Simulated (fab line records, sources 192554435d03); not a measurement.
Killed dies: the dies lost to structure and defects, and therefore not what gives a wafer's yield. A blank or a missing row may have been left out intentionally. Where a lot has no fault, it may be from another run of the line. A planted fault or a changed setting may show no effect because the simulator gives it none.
fab line records -- flow n5-finfet
[record] lots = 4, wafers = 12, last-day = 15
route steps=1938 shown STI_FIN_REVEAL@187 DUMMY_GATE@212 BEOL_M4@1111 PASSIVATION@1936
lots that met no fault: from a run of the same line without faults
start-h: hours from the record's first day to the start of the lot's first wafer shown -- wait-h: how many hours have passed since the lot's step before this one -- " as in the row above -- L1.1+2: one row covering several wafers at once -- - either no value or no given start -- * or withheld: withheld -- < > ~ a bound
route shown NAME@n: NAME is a module with steps in the file, n the number in the route of the first one -- usual: mean/standard deviation taken from wafers without a fault -- same: alike in all rows -- chamber/n: place in a boat -- sites: readings site by site -- _std_site: the values' standard deviation -- _edge_site: mean of outer sites minus mean of inner sites -- radius-mm: for every site, how far away it sits from the centre of the wafer -- mask NAME#n: copy n -- behind: the most recent tool/chamber to have shaped the wafer -- hold: the reason the lot was held/the length of the hold in hours/how it ended -- device: the transistor (n, p or np) that didn't switch -- end of line: tests of these same wafers at the route's end -- where a step has no rows: the recipe by itself -- killed: dies that structure and defects cost at the first sort, which is not the same as the wafer's yield -- map: shows each die of a wafer: x if killed, . if not, _ if none is there
set.NAME: the setting that was run; set.NAME@STEP: the one run at that earlier step -- model.NAME: the simulator's own value behind a step, which no gauge read
lots at some steps of the route; a table a step, a row a wafer
services: a tool's chamber out of use, with start hour (start-h, from the record's first day; less than 0 if before it), hours out, and reason
[[steps]]
[step N5_STI_FIN_REVEAL_CMP_04]
[recipe] stop-on = Si3N4, t-overpolish-s = 4, down-force-psi = 2, platen-rpm = 54.18, post-cmp-clean = alkaline-brush, pad-velocity-m-s = 1.078, target-thk-nm = 131.83
[step N5_STI_FIN_REVEAL_DENSIFY_30]
[recipe] temp-c = *, time-s = *, ambient = N2, idle-temp-c = 600, ramp-up-c-per-s = 150, ramp-down-c-per-s = 60, cool-to-c = 600
[step N5_STI_FIN_REVEAL_ETCHBACK_08]
[recipe] chemistry = C4F6/O2, target = SiO2, target-depth-a = 305, time-s = 10.167, ion-energy-ev = 250, pressure-mtorr = 30, source-w = 345, bias-w = 185, Ar_flow_sccm = 300, C4F6_flow_sccm = 10, O2_flow_sccm = 10
[step N5_STI_FIN_REVEAL_STRIP_24]
[recipe] chemistry = N2/H2, time-s = 90, power-w = 100, temp-c = 40, pressure-mtorr = 100, rf-frequency-hz = 6e+07, bias-power-w = 3, n2-flow-sccm = 300, h2-flow-sccm = 300
[step N5_STI_FIN_REVEAL_PRECLEAN_25]
[recipe] chemistry = SPM, time-s = 90, temp-c = 120, mix = 4:1
[step N5_STI_FIN_REVEAL_PRECLEAN_26]
[recipe] chemistry = SC1, time-s = 45, temp-c = 46, mix = 1:2:100
[step N5_STI_FIN_REVEAL_PRECLEAN_29]
[recipe] chemistry = DHF, time-s = 30, temp-c = 25, dilution = 300:1
[step N5_STI_FIN_REVEAL_SRD_12]
[recipe] time-s = 30, temp-c = 23, rinse-liquid = diw, dry = ipa-marangoni
[step N5_STI_FIN_REVEAL_RECESS_09]
[recipe] chemistry = HF/NH3, target = SiO2, afs-cycles = 11, target-depth-a = 425, temp-c = 30, sublimation-temp-c = 180, sublimation-time-s = 60
[step N5_STI_FIN_REVEAL_STRIP_16]
[recipe] chemistry = H3PO4, material = SiNx, temp-c = 165, target-depth-a = 238, overetch-fraction = 0.4964, dry = ipa-marangoni
[step N5_STI_FIN_REVEAL_PRECLEAN_17]
[recipe] chemistry = NF3:NH3, afs-cycles = 1, temp-c = 30, time-s = 20, sublimation-temp-c = 180, sublimation-time-s = 60, pressure-torr = 3, rf-power-w = 30
[step N5_STI_FIN_REVEAL_ETCH_34]
[recipe] chemistry = H2, mode = isotropic, material = Si, target = Si, target-depth-a = 9.7, temp-c = 20, pressure-mtorr = 4.5, icp-w = 300, bias-w = 0, h2-flow-sccm = 7.5, he-flow-sccm = 142.5
[usual] drypump-motor-current-A = 5.59/0.29, oes-product-au = 0.994/0.018, throttle-valve-pct = 25.9/0.55
lot.wafer,tool,chamber,start-h,wait-h,drypump-motor-current-A,oes-product-au,rf-hours-counter-h,throttle-valve-pct,model.etch.depth-nm
L519.2,rie-si-05,2,54.95,0.1,5.58,0.996,145,24.9,0.9582
L519.4,rie-si-05,1,54.95,0.1,5.57,0.979,81,26.1,0.949
L519.5,rie-si-05,2,54.95,0.1,5.59,1.008,-,24.9,0.9633
L524.4,rie-si-05,0,86.99,0.1,5.94,0.860,89,26.6,0.7412
L524.5,rie-si-05,2,86.99,0.1,5.59,0.998,-,24.9,0.9512
L524.6,rie-si-05,1,86.99,0.1,5.53,0.978,-,26.1,0.9473
L525.1,rie-si-05,3,90.62,0.2,5.35,0.835,106,25.9,0.7335
L525.3,rie-si-05,2,90.62,0.2,5.58,0.989,146,24.9,0.9403
L525.6,rie-si-05,2,90.62,0.2,5.59,0.999,-,24.9,0.9535
L533.1,rie-si-06,3,138.98,0.2,4.89,1.017,7,25.9,0.9886
L533.5,rie-si-06,0,138.98,0.2,5.98,1.012,-,25.8,0.994
L533.6,rie-si-06,1,138.98,0.2,5.77,1.029,-,26.2,0.9854
[step N5_STI_FIN_REVEAL_OXIDATION_31]
[recipe] chemistry = O2_PLASMA_REMOTE, temp-c = 150, time-s = 20, pressure-mtorr = 1000, source-power-w = 2000, o2-flow-sccm = 3000
[step N5_STI_FIN_REVEAL_PRECLEAN_32]
[recipe] chemistry = NF3:NH3, afs-cycles = 1, temp-c = 30, time-s = 20, sublimation-temp-c = 180, sublimation-time-s = 60, pressure-torr = 3, rf-power-w = 30
[step N5_STI_FIN_REVEAL_STRIP_35]
[recipe] chemistry = H3PO4, material = Si3N4, temp-c = 165, target-depth-a = 40, time-s = 39
[step N5_STI_FIN_REVEAL_SRD_21]
[recipe] dry = ipa-marangoni, time-s = 30, temp-c = 23, rinse-liquid = diw
[step N5_STI_FIN_REVEAL_OXIDATION_33]
[recipe] chemistry = O2_PLASMA_REMOTE, temp-c = 150, time-s = 20, pressure-mtorr = 1000, source-power-w = 2000, o2-flow-sccm = 3000
[step N5_STI_FIN_REVEAL_CLEAN_19]
[recipe] chemistry = O3/DIW, temp-c = 25, time-s = 120, o3-ppm = 10
[step N5_STI_FIN_REVEAL_SRD_23]
[recipe] dry = ipa-marangoni, time-s = 30, temp-c = 23, rinse-liquid = diw
[step N5_STI_FIN_REVEAL_PRECLEAN_18]
[recipe] chemistry = SC2, time-s = 45, temp-c = 35, mix = 1:1:50
[step N5_STI_FIN_REVEAL_SRD_28]
[recipe] dry = ipa-marangoni, time-s = 30, temp-c = 23, rinse-liquid = diw
[step N5_DUMMY_GATE_PRECLEAN_00]
[recipe] chemistry = O3/DIW, time-s = 60, temp-c = 22, o3-ppm = 10
[step N5_DUMMY_GATE_SRD_01]
[recipe] time-s = 30, temp-c = 23, rinse-liquid = diw, dry = ipa-marangoni
[step N5_DUMMY_GATE_ALD_02]
[recipe] material = SiO2, target-thk-a = 20, temp-c = 300, ald-precursor-family = BDEAS, ald-co-reactant = O2-plasma, pulse-time-s = 1, pressure-torr = 2
[step N5_DUMMY_GATE_CVD_03]
[recipe] material = a-Si, target-thk-a = 1500, temp-c = 530, precursor = SiH4, time-s = 8042
[step N5_DUMMY_GATE_PRECLEAN_46]
[recipe] chemistry = DIW, time-s = 89.5, temp-c = 23
[step N5_DUMMY_GATE_SRD_47]
[recipe] dry-time-s = 32, dry = n2-spin, spin-rpm = 1500
[step N5_DUMMY_GATE_CMP_04]
[recipe] material = a-Si, post-cmp-clean = alkaline-brush
[step N5_DUMMY_GATE_HM_DEP_06]
[recipe] material = SiNx, target-thk-a = 800, precursor = DCS/NH3, temp-c = 700, pressure-mtorr = 300, time-s = 5141
[step N5_DUMMY_GATE_PECVD_30]
[recipe] material = SiO2, target-thk-a = 550, temp-c = 400, precursor = TEOS/O2, pressure-torr = 6.5, rf-w = withheld, teos-flow-sccm = withheld, gas = O2, flow-sccm = 2650, time-s = 10.8
[step N5_DUMMY_GATE_COAT_34]
[recipe] resist = SOC, temp-c = 250, time-s = 60, spin-rpm = 1500, resist-thk-nm = 60
[step N5_DUMMY_GATE_COAT_35]
[recipe] resist = SiARC, temp-c = 220, time-s = 60, spin-rpm = 1500, resist-thk-nm = 10
[step N5_DUMMY_GATE_COAT_28]
[recipe] resist = underlayer, temp-c = 205, time-s = 60, spin-rpm = 1500, resist-thk-nm = 10
[step N5_DUMMY_GATE_COAT_09]
[recipe] resist = CAR-EUV, spin-rpm = 1500, resist-thk-nm = 30
[step N5_DUMMY_GATE_EBR_11]
[recipe] solvent = PGMEA, ebr-width-mm = 1.5
[step N5_DUMMY_GATE_SOFTBAKE_10]
[recipe] temp-c = 110, time-s = 60, resist = CAR-EUV
[step N5_DUMMY_GATE_EXPOSE_12]
[recipe] mask-id = GATE, na = 0.33, source-shape = annular, sigma-inner = 0.2, sigma-outer = 0.6, polarization = unpolarized, target-cd-nm = 25, dose-mj = 34
[step N5_BEOL_M4_RC_MEAS_101]
[usual] DIBL_N = 36.8/2.2, DIBL_P = 37.0/2.8, IOFF_N = 0.18/0.043, IOFF_N_LIN = 0.080/0.016, IOFF_P = 0.23/0.05, ION_N = 680/14, ION_P = 466/9.1, SS_N = 71.7/0.74, SS_P = 73.5/0.79, VT_N = 248/4, VT_N_LONG = 274.8/1.7, VT_P = -249/4.1
lot.wafer,tool,chamber,start-h,wait-h,DIBL_N[mV/V],DIBL_P[mV/V],IOFF_N[nA/um],IOFF_N_LIN[nA/um],IOFF_P[nA/um],ION_N[uA/um],ION_P[uA/um],SS_N[mV/dec],SS_P[mV/dec],VT_N[mV],VT_N_LONG[mV],VT_P[mV]
L519.2,prober-01,0,197.31,0.2,36.7,38.5,0.20,0.088,0.21,691,466,71.5,73.7,244,274.1,-252
L519.4,prober-01,0,197.31,0.2,36.3,37.7,0.18,0.080,0.20,678,459,71.3,73.6,247,274.5,-249
L519.5,prober-01,0,197.31,0.2,33.0,34.5,0.13,0.064,0.16,678,454,70.8,72.5,251,272.9,-256
L524.4,prober-02,0,224.91,0.5,38.6,43.0,0.24,0.114,0.31,695,476,71.6,74.4,242,270.0,-246
L524.5,prober-02,0,224.91,0.5,32.4,34.2,0.11,0.054,0.16,667,463,70.9,72.0,252,276.6,-252
L524.6,prober-02,0,224.91,0.5,37.6,40.8,0.19,0.087,0.26,672,464,72.2,74.1,247,273.9,-249
L525.1,prober-01,0,230.83,0.0,40.0,41.1,0.28,0.127,0.34,702,475,72.5,74.9,241,270.7,-243
L525.3,prober-01,0,230.83,0.0,33.7,33.3,0.12,0.062,0.18,662,459,70.4,72.1,252,277.1,-252
L525.6,prober-01,0,230.83,0.0,36.7,36.0,0.17,0.077,0.23,667,462,72.1,73.5,248,275.3,-247
L533.1,prober-02,0,260.66,0.0,38.3,35.9,0.17,0.077,0.24,680,472,71.2,72.7,247,275.5,-248
L533.5,prober-02,0,260.66,0.0,39.6,37.6,0.21,0.094,0.28,688,472,72.2,73.5,245,272.7,-243
L533.6,prober-02,0,260.66,0.0,36.5,32.5,0.13,0.062,0.19,666,464,71.9,72.2,253,274.3,-252
[step N5_PASSIVATION_PROBE_49]
[usual] defect-limited-yield = 91.4/1.5, killed_at_M0_to_M3 = 36/11, killed_at_M4_up = 14/6, killed-at-contacts = 11/6, killed-at-front-end = 37/11, killed-at-other = 4/3.4, killed-dies = 102/18, killed-open = 66/13, killed-short = 34/7.8, sort_bin_5_function = 5.0/0.97, sort_bin_6_memory = 3.2/0.7, sort_bin_8_speed = 0.0/0.38, sort-n-pass = 1078/19, sort-yield-pct = 91.3/1.6
[same] gross-dies = 1180, killed-at-back-side = 0, sort_bin_4_leakage[%] = 0
lot.wafer,tool,chamber,start-h,wait-h,defect-limited-yield[%],killed_at_M0_to_M3,killed_at_M4_up,killed-at-contacts,killed-at-front-end,killed-at-other,killed-dies,killed-open,killed-short,sort_bin_5_function[%],sort_bin_6_memory[%],sort_bin_8_speed[%],sort-n-pass,sort-yield-pct[%]
L519.2,prober-02,-,306.45,0.1,93.6,18,6,20,26,6,76,46,28,4.2,1.6,0,1104,93.6
L519.4,prober-02,-,306.55,0.2,91.5,37,11,16,32,4,100,70,28,5.0,3.2,0,1080,91.5
L519.5,prober-02,-,306.60,0.2,90.0,33,19,17,42,7,118,73,44,5.7,3.5,0,1062,90.0
L524.4,prober-01,-,323.87,0.2,92.0,44,7,5,33,5,94,56,38,4.6,3.1,0,1086,92.0
L524.5,prober-01,-,323.92,0.2,90.3,54,8,5,47,1,115,77,34,6.0,3.5,0,1065,90.3
L524.6,prober-01,-,323.97,0.3,92.3,38,8,7,37,1,91,65,25,5.3,2.3,0,1089,92.3
L525.1,prober-02,-,332.43,0.0,90.1,55,15,10,33,4,117,81,35,5.4,3.9,0,1063,90.1
L525.3,prober-02,-,332.53,0.1,91.8,45,19,7,21,5,97,58,39,5.0,2.6,0,1083,91.8
L525.6,prober-02,-,332.68,0.3,90.4,41,14,14,41,3,113,74,36,5.1,4.0,0.1,1067,90.4
L533.1,prober-01,-,363.57,0.0,91.9,26,18,13,39,0,96,62,33,4.2,3.5,0,1084,91.9
L533.5,prober-01,-,363.77,0.2,93.2,25,5,20,28,2,80,50,30,4.0,2.3,0,1100,93.2
L533.6,prober-01,-,363.82,0.3,91.7,32,11,16,37,2,98,58,38,4.9,3.1,0,1082,91.7
// killed by level:class
L519.2 MOL_CONTACT_COAG:geometric-particle:open=15 FIN_SAQP:geometric-particle:short=6 DUMMY_GATE:geometric-particle:open=6 BEOL_M0_SAQP:geometric-particle:short=6 MOL_CONTACT_COAG:geometric-particle:short=5 BEOL_M3:geometric-particle:open=4 BEOL_M0_SAQP:geometric-particle:open=3 BEOL_M1:geometric-particle:open=3
L519.4 MOL_CONTACT_COAG:geometric-particle:open=15 BEOL_M3:geometric-particle:open=14 BEOL_M0_SAQP:geometric-particle:open=7 BEOL_M1:geometric-particle:open=7 DUMMY_GATE:geometric-particle:open=5 GATE_CUT:geometric-particle:short=5 STARTING-WAFER:geometric-particle:open=5 STI_FIN_REVEAL:geometric-particle:open=4
L519.5 MOL_CONTACT_COAG:geometric-particle:open=14 STI_FIN_REVEAL:geometric-particle:open=9 BEOL_M4:geometric-particle:open=9 GATE_CUT:geometric-particle:short=8 BEOL_M0_SAQP:geometric-particle:open=8 BEOL_M0_SAQP:geometric-particle:short=8 BEOL_M3:geometric-particle:open=6 STI_FIN_REVEAL:geometric-particle:short=5
L524.4 FIN_SAQP:geometric-particle:open=11 BEOL_M0_SAQP:geometric-particle:short=10 BEOL_M2:geometric-particle:open=9 FIN_SAQP:geometric-particle:short=8 BEOL_M3:geometric-particle:open=6 GATE_CUT:geometric-particle:short=4 MOL_CONTACT_COAG:geometric-particle:open=4 BEOL_M0_SAQP:geometric-particle:open=4
L524.5 BEOL_M2:geometric-particle:open=18 BEOL_M3:geometric-particle:open=14 FIN_SAQP:geometric-particle:short=10 DUMMY_GATE:geometric-particle:open=10 FIN_SAQP:geometric-particle:open=9 BEOL_M1:geometric-particle:open=7 STI_FIN_REVEAL:geometric-particle:open=5 MOL_CONTACT_COAG:geometric-particle:open=4
L524.6 BEOL_M0_SAQP:geometric-particle:open=11 FIN_SAQP:geometric-particle:short=9 FIN_SAQP:geometric-particle:open=7 MOL_CONTACT_COAG:geometric-particle:open=7 BEOL_M2:geometric-particle:open=6 BEOL_M4:geometric-particle:open=6 GATE_CUT:geometric-particle:short=5 BEOL_M1:geometric-particle:open=5
L525.1 BEOL_M0_SAQP:geometric-particle:open=17 BEOL_M1:geometric-particle:open=13 FIN_SAQP:geometric-particle:open=11 MOL_CONTACT_COAG:geometric-particle:open=9 BEOL_M0_SAQP:geometric-particle:short=9 FIN_SAQP:geometric-particle:short=7 BEOL_M2:geometric-particle:open=7 BEOL_M4:geometric-particle:open=7
L525.3 BEOL_M3:geometric-particle:open=13 BEOL_M0_SAQP:geometric-particle:short=11 MOL_CONTACT_COAG:geometric-particle:open=7 BEOL_M0_SAQP:geometric-particle:open=6 BEOL_M3:geometric-particle:short=6 BEOL_M5:geometric-particle:open=5 BEOL_M0:geometric-particle:open=4 BEOL_M4:geometric-particle:open=4
L525.6 MOL_CONTACT_COAG:geometric-particle:open=14 FIN_SAQP:geometric-particle:short=12 FIN_SAQP:geometric-particle:open=10 BEOL_M3:geometric-particle:open=10 BEOL_M0_SAQP:geometric-particle:short=9 BEOL_M0_SAQP:geometric-particle:open=7 BEOL_M1:geometric-particle:open=6 BEOL_M4:geometric-particle:open=6
L533.1 MOL_CONTACT_COAG:geometric-particle:open=10 GATE_CUT:geometric-particle:open=9 STI_FIN_REVEAL:geometric-particle:open=7 BEOL_M0_SAQP:geometric-particle:open=6 BEOL_M4:geometric-particle:open=6 BEOL_M2:geometric-particle:open=5 STARTING-WAFER:geometric-particle:short=5 GATE_CUT:geometric-particle:short=4
L533.5 MOL_CONTACT_COAG:geometric-particle:open=16 GATE_CUT:geometric-particle:short=10 STI_FIN_REVEAL:geometric-particle:open=4 MOL_CONTACT_COAG:geometric-particle:short=4 BEOL_M0_SAQP:geometric-particle:short=4 BEOL_M0_SAQP:geometric-particle:open=4 BEOL_M1:geometric-particle:open=4 BEOL_M2:geometric-particle:open=4
L533.6 MOL_CONTACT_COAG:geometric-particle:open=11 GATE_CUT:geometric-particle:short=8 BEOL_M3:geometric-particle:open=8 STI_FIN_REVEAL:geometric-particle:open=7 BEOL_M0_SAQP:geometric-particle:open=6 MOL_CONTACT_COAG:geometric-particle:short=5 BEOL_M0_SAQP:geometric-particle:short=4 BEOL_M0:geometric-particle:open=4
[[services]]
tool,chamber,start-h,hours,kind
rie-si-06,-,42.80,2.8,pm
rie-si-05,-,64.11,0.3,repair
rie-si-05,-,69.10,0.4,repair
rie-si-05,0,88.62,8.0,repair
rie-si-06,2,119.28,4.6,repair
[[key]]
[first-sign] step = N5_STI_FIN_REVEAL_ETCH_34, reading = oes-product-au, direction = down, sigmas = 8.3, usual = 0.994, struck = 0.847
[effect] step = N5_BEOL_M4_RC_MEAS_101, reading = VT_N_LONG, direction = down, sigmas = 2.6, usual = 274.8, struck = 270.4
[effect] step = N5_BEOL_M4_RC_MEAS_101, reading = IOFF_N_LIN, direction = up, sigmas = 2.5, usual = 0.080, struck = 0.120
[model-effect] step = N5_STI_FIN_REVEAL_ETCH_34, value = etch.depth-nm, without = 0.9518, struck = 0.7373
met-at N5_STI_FIN_REVEAL_ETCH_34
struck-wafers L524.4,L525.1
onset-between 54.95 86.99
[fault] kind = process-parameter-drift, tool = rie-si-05, chamber = -, onset-h = 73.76, steps = N5_STI_FIN_REVEAL_ETCH_34, channel = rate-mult, offset = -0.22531, shape = step, end-h = 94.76, scope = struck-wafers-only
